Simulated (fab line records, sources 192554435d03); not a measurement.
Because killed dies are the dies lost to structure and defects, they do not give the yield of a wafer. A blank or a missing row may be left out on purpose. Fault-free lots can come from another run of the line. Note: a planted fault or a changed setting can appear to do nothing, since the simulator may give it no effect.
fab line records / flow n5_finfet / part 2 of 2: steps 25 to 37 of 37
record lots=5 wafers=15 last_day=18
route steps=1938 shown BEOL_M6@1240 BEOL_M7@1263
lots with no fault: from the same line, run without faults
start_h: start of the lot's first displayed wafer, in hours after the record's first day / wait_h: hours elapsed since this lot's preceding step / " same as the row above / L1.1+2: several wafers, shown together as one row / - no value, or no start given / * or withheld: withheld / < > ~ a bound
route shown NAME@n: a module of which the file shows steps, and the number in the route of the first / usual: average and standard deviation across the fault-free wafers / same: alike in all rows / chamber/n: place in a boat / sites: the reading at each site / _std_site: standard deviation across them / _edge_site: outer sites' mean less inner sites' / radius_mm: for every site, how far away it sits from the centre of the wafer / mask NAME#n: copy n / behind: the last tool/chamber to shape the wafer / hold: why the lot went on hold/how many hours it stayed there/how the hold came to an end / device: whichever transistor did not switch (one of n, p or np) / end of line: at the end of the route, the tests of the same wafers / where a step has no rows: the recipe by itself / killed: the dies lost at the first sort to structure and to defects; this is not the yield of the wafer / map: the dies of a wafer, with x for killed, . for not killed, _ for no die there
set.NAME: the setting the step ran with; set.NAME@STEP: the setting that earlier step ran with / model.NAME: the simulator's own value behind a step, which no gauge read
lots at some steps of the route; a table a step, a row a wafer
services: from which hour (start_h, from the record's first day; less than 0 if before it) a tool's chamber was out of use, for how many hours, and why
## steps
# step N5_BEOL_M7_CURE_74
# recipe temp_c=385 time_s=240 ambient=He/Ar material=SiCOH_lowk
# usual lamp_power_pct=52.31/0.058 wafer_temp_C_max=386.5/0.65
lot.wafer=L075.3 tool=uv_cure-02 chamber=1 start_h=198.96 wait_h=0.2 lamp_power_pct=52.31 wafer_temp_C_max=386.1
lot.wafer=L075.5 tool=uv_cure-02 chamber=1 start_h=198.96 wait_h=0.2 lamp_power_pct=52.32 wafer_temp_C_max=386.8
lot.wafer=L075.6 tool=uv_cure-02 chamber=1 start_h=198.96 wait_h=0.2 lamp_power_pct=52.34 wafer_temp_C_max=386.5
lot.wafer=L085.3 tool=uv_cure-02 chamber=1 start_h=277.28 wait_h=0.2 lamp_power_pct=52.27 wafer_temp_C_max=386.5
lot.wafer=L085.4 tool=uv_cure-02 chamber=1 start_h=277.28 wait_h=0.2 lamp_power_pct=52.29 wafer_temp_C_max=386.4
lot.wafer=L085.5 tool=uv_cure-02 chamber=1 start_h=277.28 wait_h=0.2 lamp_power_pct=52.26 wafer_temp_C_max=386.2
lot.wafer=L090.2 tool=uv_cure-03 chamber=1 start_h=305.43 wait_h=0.1 lamp_power_pct=52.34 wafer_temp_C_max=386.2
lot.wafer=L090.4 tool=uv_cure-03 chamber=1 start_h=305.43 wait_h=0.1 lamp_power_pct=52.35 wafer_temp_C_max=386.0
lot.wafer=L090.6 tool=uv_cure-03 chamber=1 start_h=305.43 wait_h=0.1 lamp_power_pct=52.36 wafer_temp_C_max=385.9
lot.wafer=L095.3 tool=uv_cure-01 chamber=0 start_h=333.59 wait_h=0.2 lamp_power_pct=52.41 wafer_temp_C_max=385.3
lot.wafer=L095.5 tool=uv_cure-01 chamber=0 start_h=333.59 wait_h=0.2 lamp_power_pct=52.27 wafer_temp_C_max=385.8
lot.wafer=L095.6 tool=uv_cure-01 chamber=0 start_h=333.59 wait_h=0.2 lamp_power_pct=52.28 wafer_temp_C_max=385.6
lot.wafer=L094.1 tool=uv_cure-02 chamber=0 start_h=338.60 wait_h=0.3 lamp_power_pct=52.37 wafer_temp_C_max=387.0
lot.wafer=L094.4 tool=uv_cure-02 chamber=0 start_h=338.60 wait_h=0.3 lamp_power_pct=52.31 wafer_temp_C_max=386.9
lot.wafer=L094.6 tool=uv_cure-02 chamber=0 start_h=338.60 wait_h=0.3 lamp_power_pct=52.38 wafer_temp_C_max=387.0
# step N5_BEOL_M7_THK_MEAS_01
# recipe reads=SiCOH_lowk_of_BEOL_M7_ILD_DEP_00
# usual M7_ILD_THK=155.1/2.4
lot.wafer=L075.3 tool=film_metro-02 chamber=- start_h=199.32 wait_h=0.3 M7_ILD_THK[nm]=155.6
lot.wafer=L075.5 tool=film_metro-02 chamber=- start_h=199.32 wait_h=0.3 M7_ILD_THK[nm]=158.3
lot.wafer=L075.6 tool=film_metro-02 chamber=- start_h=199.32 wait_h=0.3 M7_ILD_THK[nm]=158.2
lot.wafer=L085.3 tool=film_metro-02 chamber=- start_h=277.63 wait_h=0.3 M7_ILD_THK[nm]=152.2
lot.wafer=L085.4 tool=film_metro-02 chamber=- start_h=277.63 wait_h=0.3 M7_ILD_THK[nm]=156.4
lot.wafer=L085.5 tool=film_metro-02 chamber=- start_h=277.63 wait_h=0.3 M7_ILD_THK[nm]=158.6
lot.wafer=L090.2 tool=film_metro-01 chamber=- start_h=305.86 wait_h=0.4 M7_ILD_THK[nm]=159.1
lot.wafer=L090.4 tool=film_metro-01 chamber=- start_h=305.86 wait_h=0.4 M7_ILD_THK[nm]=157.7
lot.wafer=L090.6 tool=film_metro-01 chamber=- start_h=305.86 wait_h=0.4 M7_ILD_THK[nm]=160.2
lot.wafer=L095.3 tool=film_metro-02 chamber=- start_h=333.95 wait_h=0.3 M7_ILD_THK[nm]=155.0
lot.wafer=L095.5 tool=film_metro-02 chamber=- start_h=333.95 wait_h=0.3 M7_ILD_THK[nm]=156.3
lot.wafer=L095.6 tool=film_metro-02 chamber=- start_h=333.95 wait_h=0.3 M7_ILD_THK[nm]=152.7
lot.wafer=L094.1 tool=film_metro-01 chamber=- start_h=339.11 wait_h=0.4 M7_ILD_THK[nm]=156.6
lot.wafer=L094.4 tool=film_metro-01 chamber=- start_h=339.11 wait_h=0.4 M7_ILD_THK[nm]=156.6
lot.wafer=L094.6 tool=film_metro-01 chamber=- start_h=339.11 wait_h=0.4 M7_ILD_THK[nm]=159.1
# step N5_BEOL_M7_PECVD_70
# recipe material=SiO2 target_thk_a=200 temp_c=400 precursor=TEOS/O2 pressure_torr=5.5 rf_w=450 teos_flow_sccm=53.8 gas=O2 flow_sccm=3000 time_s=22.7
# usual heater_power_w=765/91 showerhead_plenum_p_Torr=8.84/0.037 throttle_valve_pct=22.0/0.65
lot.wafer=L075.3 tool=pecvd-04 chamber=1 start_h=199.35 wait_h=0.0 heater_power_w=642 showerhead_plenum_p_Torr=8.81 throttle_valve_pct=23.8
lot.wafer=L075.5 tool=pecvd-04 chamber=2 start_h=199.35 wait_h=0.0 heater_power_w=781 showerhead_plenum_p_Torr=8.85 throttle_valve_pct=21.8
lot.wafer=L075.6 tool=pecvd-04 chamber=1 start_h=199.35 wait_h=0.0 heater_power_w=641 showerhead_plenum_p_Torr=8.84 throttle_valve_pct=23.8
lot.wafer=L085.3 tool=pecvd-02 chamber=2 start_h=277.67 wait_h=0.0 heater_power_w=634 showerhead_plenum_p_Torr=8.83 throttle_valve_pct=22.2
lot.wafer=L085.4 tool=pecvd-02 chamber=2 start_h=277.67 wait_h=0.0 heater_power_w=636 showerhead_plenum_p_Torr=8.83 throttle_valve_pct=22.0
lot.wafer=L085.5 tool=pecvd-02 chamber=0 start_h=277.67 wait_h=0.0 heater_power_w=745 showerhead_plenum_p_Torr=8.79 throttle_valve_pct=22.3
lot.wafer=L090.2 tool=pecvd-02 chamber=0 start_h=305.90 wait_h=0.0 heater_power_w=798 showerhead_plenum_p_Torr=8.78 throttle_valve_pct=22.6
lot.wafer=L090.4 tool=pecvd-02 chamber=1 start_h=305.90 wait_h=0.0 heater_power_w=909 showerhead_plenum_p_Torr=8.83 throttle_valve_pct=21.9
lot.wafer=L090.6 tool=pecvd-02 chamber=0 start_h=305.90 wait_h=0.0 heater_power_w=777 showerhead_plenum_p_Torr=8.78 throttle_valve_pct=22.5
lot.wafer=L095.3 tool=pecvd-04 chamber=2 start_h=333.98 wait_h=0.0 heater_power_w=776 showerhead_plenum_p_Torr=8.86 throttle_valve_pct=21.9
lot.wafer=L095.5 tool=pecvd-04 chamber=1 start_h=333.98 wait_h=0.0 heater_power_w=592 showerhead_plenum_p_Torr=8.84 throttle_valve_pct=23.9
lot.wafer=L095.6 tool=pecvd-04 chamber=2 start_h=333.98 wait_h=0.0 heater_power_w=828 showerhead_plenum_p_Torr=8.85 throttle_valve_pct=22.2
lot.wafer=L094.1 tool=pecvd-01 chamber=2 start_h=339.15 wait_h=0.0 heater_power_w=672 showerhead_plenum_p_Torr=8.80 throttle_valve_pct=22.1
lot.wafer=L094.4 tool=pecvd-01 chamber=0 start_h=339.15 wait_h=0.0 heater_power_w=690 showerhead_plenum_p_Torr=8.88 throttle_valve_pct=21.4
lot.wafer=L094.6 tool=pecvd-01 chamber=1 start_h=339.15 wait_h=0.0 heater_power_w=831 showerhead_plenum_p_Torr=8.88 throttle_valve_pct=21.1
# step N5_BEOL_M7_HM_DEP_02
# recipe material=TiN target_thk_a=200 temp_c=25 chamber_pressure_pa=0.49996
# usual throttle_valve_pct=30.2/1
lot.wafer=L075.3 tool=pvd_sputter-02 chamber=- start_h=199.60 wait_h=0.2 throttle_valve_pct=31.9
lot.wafer=L075.5 tool=pvd_sputter-02 chamber=- start_h=199.60 wait_h=0.2 throttle_valve_pct=31.7
lot.wafer=L075.6 tool=pvd_sputter-02 chamber=- start_h=199.60 wait_h=0.2 throttle_valve_pct=29.7
lot.wafer=L085.3 tool=pvd_sputter-01 chamber=- start_h=278.60 wait_h=0.9 throttle_valve_pct=30.7
lot.wafer=L085.4 tool=pvd_sputter-01 chamber=- start_h=278.60 wait_h=0.9 throttle_valve_pct=30.3
lot.wafer=L085.5 tool=pvd_sputter-01 chamber=- start_h=278.60 wait_h=0.9 throttle_valve_pct=30.1
lot.wafer=L090.2 tool=pvd_sputter-02 chamber=- start_h=307.47 wait_h=1.6 throttle_valve_pct=30.0
lot.wafer=L090.4 tool=pvd_sputter-02 chamber=- start_h=307.47 wait_h=1.6 throttle_valve_pct=29.4
lot.wafer=L090.6 tool=pvd_sputter-02 chamber=- start_h=307.47 wait_h=1.6 throttle_valve_pct=30.0
lot.wafer=L095.3 tool=pvd_sputter-02 chamber=- start_h=335.24 wait_h=1.2 throttle_valve_pct=29.5
lot.wafer=L095.5 tool=pvd_sputter-02 chamber=- start_h=335.24 wait_h=1.2 throttle_valve_pct=31.8
lot.wafer=L095.6 tool=pvd_sputter-02 chamber=- start_h=335.24 wait_h=1.2 throttle_valve_pct=30.0
lot.wafer=L094.1 tool=pvd_sputter-02 chamber=- start_h=340.32 wait_h=1.1 throttle_valve_pct=29.6
lot.wafer=L094.4 tool=pvd_sputter-02 chamber=- start_h=340.32 wait_h=1.1 throttle_valve_pct=31.8
lot.wafer=L094.6 tool=pvd_sputter-02 chamber=- start_h=340.32 wait_h=1.1 throttle_valve_pct=29.6
# step N5_BEOL_M7_COAT_59
# recipe resist=SOC temp_c=250 time_s=60 spin_rpm=1500 resist_thk_nm=100
lot.wafer=L075.3+5+6 tool=litho_track-04 chamber=0 start_h=199.73 wait_h=0.1
lot.wafer=L085.3+4+5 tool=litho_track-04 chamber=0 start_h=278.73 wait_h=0.1
lot.wafer=L090.2+4+6 tool=litho_track-04 chamber=0 start_h=307.59 wait_h=0.1
lot.wafer=L095.3+5+6 tool=litho_track-04 chamber=0 start_h=335.37 wait_h=0.1
lot.wafer=L094.1+4+6 tool=litho_track-01 chamber=0 start_h=340.44 wait_h=0.1
# step N5_BEOL_M7_COAT_60
# recipe resist=SiARC temp_c=220 time_s=60 spin_rpm=1500 resist_thk_nm=35
lot.wafer=L075.3+5+6 tool=litho_track-04 chamber=0 start_h=- wait_h=-
lot.wafer=L085.3+4+5 tool=litho_track-04 chamber=0 start_h=- wait_h=-
lot.wafer=L090.2+4+6 tool=litho_track-04 chamber=0 start_h=- wait_h=-
lot.wafer=L095.3+5+6 tool=litho_track-04 chamber=0 start_h=- wait_h=-
lot.wafer=L094.1+4+6 tool=litho_track-01 chamber=0 start_h=- wait_h=-
# step N5_BEOL_M7_COAT_05
# recipe resist=CAR-ArF spin_rpm=1500 resist_thk_nm=90
lot.wafer=L075.3+5+6 tool=litho_track-04 chamber=0 start_h=- wait_h=-
lot.wafer=L085.3+4+5 tool=litho_track-04 chamber=0 start_h=- wait_h=-
lot.wafer=L090.2+4+6 tool=litho_track-04 chamber=0 start_h=- wait_h=-
lot.wafer=L095.3+5+6 tool=litho_track-04 chamber=0 start_h=- wait_h=-
lot.wafer=L094.1+4+6 tool=litho_track-01 chamber=0 start_h=- wait_h=-
# step N5_BEOL_M7_EBR_07
# recipe solvent=PGMEA ebr_width_mm=1.5
lot.wafer=L075.3+5+6 tool=litho_track-04 chamber=0 start_h=- wait_h=-
lot.wafer=L085.3+4+5 tool=litho_track-04 chamber=0 start_h=- wait_h=-
lot.wafer=L090.2+4+6 tool=litho_track-04 chamber=0 start_h=- wait_h=-
lot.wafer=L095.3+5+6 tool=litho_track-04 chamber=0 start_h=- wait_h=-
lot.wafer=L094.1+4+6 tool=litho_track-01 chamber=0 start_h=- wait_h=-
# step N5_BEOL_M7_SOFTBAKE_06
# recipe temp_c=110 time_s=60 resist=CAR-ArF
lot.wafer=L075.3+5+6 tool=litho_track-04 chamber=0 start_h=- wait_h=-
lot.wafer=L085.3+4+5 tool=litho_track-04 chamber=0 start_h=- wait_h=-
lot.wafer=L090.2+4+6 tool=litho_track-04 chamber=0 start_h=- wait_h=-
lot.wafer=L095.3+5+6 tool=litho_track-04 chamber=0 start_h=- wait_h=-
lot.wafer=L094.1+4+6 tool=litho_track-01 chamber=0 start_h=- wait_h=-
# step N5_BEOL_M7_EXPOSE_08
# recipe mask_id=M7 na=1.35 source_shape=dipole sigma_inner=0.817 sigma_outer=0.97 polarization=te dose_mj=68.25
lot.wafer=L075.3+5+6 tool=arfi_scanner-02 chamber=0 start_h=199.98 wait_h=- mask=M7#0
lot.wafer=L085.3+4+5 tool=arfi_scanner-02 chamber=0 start_h=278.98 wait_h=- mask=M7#0
lot.wafer=L090.2+4+6 tool=arfi_scanner-03 chamber=0 start_h=307.84 wait_h=- mask=M7#0
lot.wafer=L095.3+5+6 tool=arfi_scanner-01 chamber=0 start_h=335.62 wait_h=- mask=M7#0
lot.wafer=L094.1+4+6 tool=arfi_scanner-02 chamber=0 start_h=340.82 wait_h=- mask=M7#0
# step N5_BEOL_M7_PEB_09
# recipe peb_temp_c=withheld peb_time_s=60 resist=CAR-ArF
lot.wafer=L075.3+5+6 tool=litho_track-04 chamber=0 start_h=200.04 wait_h=0.0
lot.wafer=L085.3+4+5 tool=litho_track-04 chamber=0 start_h=279.04 wait_h=0.0
lot.wafer=L090.2+4+6 tool=litho_track-01 chamber=0 start_h=307.90 wait_h=0.0
lot.wafer=L095.3+5+6 tool=litho_track-04 chamber=0 start_h=335.67 wait_h=0.0
lot.wafer=L094.1+4+6 tool=litho_track-04 chamber=0 start_h=340.89 wait_h=0.1
# step N5_BEOL_M7_DEVELOP_10
# recipe develop_time_s=30 developer=TMAH resist=CAR-ArF rinse_liquid=diw dry=air_spin dev_temp_c=23
lot.wafer=L075.3+5+6 tool=litho_track-04 chamber=0 start_h=- wait_h=-
lot.wafer=L085.3+4+5 tool=litho_track-04 chamber=0 start_h=- wait_h=-
lot.wafer=L090.2+4+6 tool=litho_track-01 chamber=0 start_h=- wait_h=-
lot.wafer=L095.3+5+6 tool=litho_track-04 chamber=0 start_h=- wait_h=-
lot.wafer=L094.1+4+6 tool=litho_track-04 chamber=0 start_h=- wait_h=-
# step N5_BEOL_M7_CD_MEAS_11
# recipe target_cd_nm=38.5 landing_energy_ev=500 detector=se_inlens polarity=opening
# usual cd_nm=39.1/0.52
lot.wafer=L075.3 tool=cd_sem-03 chamber=0 start_h=200.10 wait_h=- cd_nm=39.0
lot.wafer=L075.5 tool=cd_sem-03 chamber=0 start_h=200.10 wait_h=- cd_nm=39.6
lot.wafer=L075.6 tool=cd_sem-03 chamber=0 start_h=200.10 wait_h=- cd_nm=39.2
lot.wafer=L085.3 tool=cd_sem-01 chamber=0 start_h=279.10 wait_h=- cd_nm=40.0
lot.wafer=L085.4 tool=cd_sem-01 chamber=0 start_h=279.10 wait_h=- cd_nm=38.8
lot.wafer=L085.5 tool=cd_sem-01 chamber=0 start_h=279.10 wait_h=- cd_nm=39.0
lot.wafer=L090.2 tool=cd_sem-03 chamber=0 start_h=307.97 wait_h=- cd_nm=38.7
lot.wafer=L090.4 tool=cd_sem-03 chamber=0 start_h=307.97 wait_h=- cd_nm=39.1
lot.wafer=L090.6 tool=cd_sem-03 chamber=0 start_h=307.97 wait_h=- cd_nm=38.6
lot.wafer=L095.3 tool=cd_sem-01 chamber=0 start_h=335.74 wait_h=- cd_nm=39.1
lot.wafer=L095.5 tool=cd_sem-01 chamber=0 start_h=335.74 wait_h=- cd_nm=38.7
lot.wafer=L095.6 tool=cd_sem-01 chamber=0 start_h=335.74 wait_h=- cd_nm=38.6
lot.wafer=L094.1 tool=cd_sem-01 chamber=0 start_h=340.95 wait_h=- cd_nm=39.8
lot.wafer=L094.4 tool=cd_sem-01 chamber=0 start_h=340.95 wait_h=- cd_nm=38.8
lot.wafer=L094.6 tool=cd_sem-01 chamber=0 start_h=340.95 wait_h=- cd_nm=39.6
## services
tool=uv_cure-01 chamber=- start_h=174.64 hours=0.7 kind=repair
tool=rie_diel-04 chamber=2 start_h=175.54 hours=3.6 kind=repair
tool=uv_cure-02 chamber=- start_h=176.10 hours=7.5 kind=pm
tool=arfi_scanner-02 chamber=- start_h=194.57 hours=1.7 kind=repair
tool=uv_cure-01 chamber=- start_h=200.26 hours=0.2 kind=repair
tool=cvd_co-01 chamber=- start_h=207.31 hours=2.8 kind=pm
tool=pecvd-04 chamber=1 start_h=210.67 hours=3.4 kind=repair
tool=uv_cure-01 chamber=- start_h=211.02 hours=1.0 kind=pm
tool=arfi_scanner-02 chamber=- start_h=225.28 hours=4.9 kind=pm
tool=pecvd-01 chamber=2 start_h=245.23 hours=12.9 kind=repair
tool=uv_cure-01 chamber=- start_h=248.69 hours=7.5 kind=pm
tool=rie_diel-04 chamber=1 start_h=252.29 hours=3.0 kind=repair
tool=ald_metal-03 chamber=1 start_h=262.22 hours=8.8 kind=repair
tool=arfi_scanner-02 chamber=- start_h=265.91 hours=2.5 kind=repair
tool=rie_diel-06 chamber=2 start_h=275.94 hours=2.5 kind=repair
tool=arfi_scanner-02 chamber=- start_h=276.96 hours=1.0 kind=pm
tool=ald_metal-03 chamber=1 start_h=282.50 hours=6.5 kind=repair
tool=arfi_scanner-02 chamber=- start_h=285.31 hours=1.3 kind=pm
tool=arfi_scanner-02 chamber=- start_h=286.61 hours=0.8 kind=pm
tool=pecvd-01 chamber=1 start_h=303.86 hours=4.9 kind=repair
tool=uv_cure-02 chamber=- start_h=306.34 hours=2.1 kind=pm
tool=arfi_scanner-02 chamber=- start_h=327.54 hours=3.9 kind=pm
tool=uv_cure-01 chamber=- start_h=328.81 hours=2.1 kind=pm
tool=cvd_co-01 chamber=- start_h=333.74 hours=6.0 kind=pm
